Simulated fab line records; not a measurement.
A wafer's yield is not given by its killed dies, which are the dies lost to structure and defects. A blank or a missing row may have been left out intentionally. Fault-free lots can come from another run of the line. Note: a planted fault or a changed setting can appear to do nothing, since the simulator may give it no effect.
Chamber matching ; flow n5 finfet ; 4 sister chambers for N5_FIN_SAQP_MANDREL2_REMOVE_60 on rie si-02
The step chemistry HBr/Cl2/O2, target a-Si, stops on SiNx, bt time 10 s. 33 wafers are shown with their chamber, then 12 later ones without.

## WAFERS WITH THEIR CHAMBER
wafer;chamber;throttle valve pct (%);drypump motor current A (A);oes product au (a.u.)
L076.1;3;36.76;6.4;1.010
L076.2;0;36.47;6.3;1.024
L076.3;1;36.95;5.6;1.003
L076.4;2;36.49;5.9;0.994
L076.5;1;36.93;5.6;0.997
L076.6;2;36.49;5.9;0.992
L077.1;1;36.93;5.6;1.006
L077.3;3;36.76;6.3;1.017
L077.5;3;36.75;6.3;1.020
L080.2;2;36.51;5.9;0.981
L080.3;1;36.93;5.6;1.003
L080.6;3;36.76;6.3;1.012
L084.1;1;36.95;5.6;0.998
L084.2;3;36.76;6.3;1.009
L084.3;0;36.46;6.3;1.020
L084.4;2;36.49;5.9;0.986
L084.5;2;36.49;5.9;0.987
L084.6;3;36.73;6.3;1.002
L087.1;3;36.76;6.3;0.994
L087.2;0;36.45;6.3;1.028
L087.3;2;36.48;5.9;0.979
L087.4;0;36.45;6.3;1.024
L087.5;2;36.50;5.9;0.978
L087.6;3;36.75;6.4;1.006
L089.1;2;36.49;5.9;0.973
L089.2;0;36.47;6.3;1.021
L089.3;3;36.75;6.3;1.006
L091.1;3;36.76;6.3;1.004
L091.2;1;36.94;5.7;0.985
L091.3;0;36.45;6.3;1.028
L091.4;2;36.49;5.9;0.993
L091.5;2;36.49;5.9;0.994
L091.6;3;36.75;6.3;1.015

SIGNATURES (means of the wafers above)
reading;chamber 0;chamber 1;chamber 2;chamber 3;scatter within a chamber
throttle valve pct;36.4583;36.9383;36.4920;36.7536;0.00906
drypump motor current A;6.300;5.617;5.900;6.318;0.0292
oes product au;1.02417;0.99867;0.98570;1.00864;0.00696
Rule: a wafer lies at a distance from a chamber equal to the root of the sum of squares, over the readings, of (its reading less the chamber's mean, divided by the reading's scatter). The wafer belongs to the nearest chamber; if the next one is less than 2 further off, it can't be placed. How the scatter is found: for the shown wafers, subtract from each reading the mean of its chamber, square and add these, divide the total by (wafers less chambers), then take the root.

## WAFERS MISSING THEIR CHAMBER
wafer;throttle valve pct (%);drypump motor current A (A);oes product au (a.u.)
L092.1;36.48;5.9;0.995
L092.2;36.75;6.4;0.999
L092.3;36.45;6.3;1.036
L092.4;36.93;5.6;1.015
L092.5;36.50;5.9;0.991
L092.6;36.93;5.7;1.001
L093.3;36.50;5.9;0.989
L093.5;36.46;6.3;1.032
L093.6;36.95;5.7;0.987
L094.2;36.49;5.9;0.993
L094.5;36.46;6.3;1.022
L094.6;36.76;6.3;1.000

## CHAMBER TAKEN BY EACH
wafer;from the rows above;in truth
L092.1;2;2
L092.2;3;3
L092.3;0;0
L092.4;1;1
L092.5;2;2
L092.6;1;1
L093.3;2;2
L093.5;0;0
L093.6;1;1
L094.2;2;2
L094.5;0;0
L094.6;3;3
Placed correctly: 12 of 12. From these rows, 0 cannot be placed. Placed wrongly: 0.
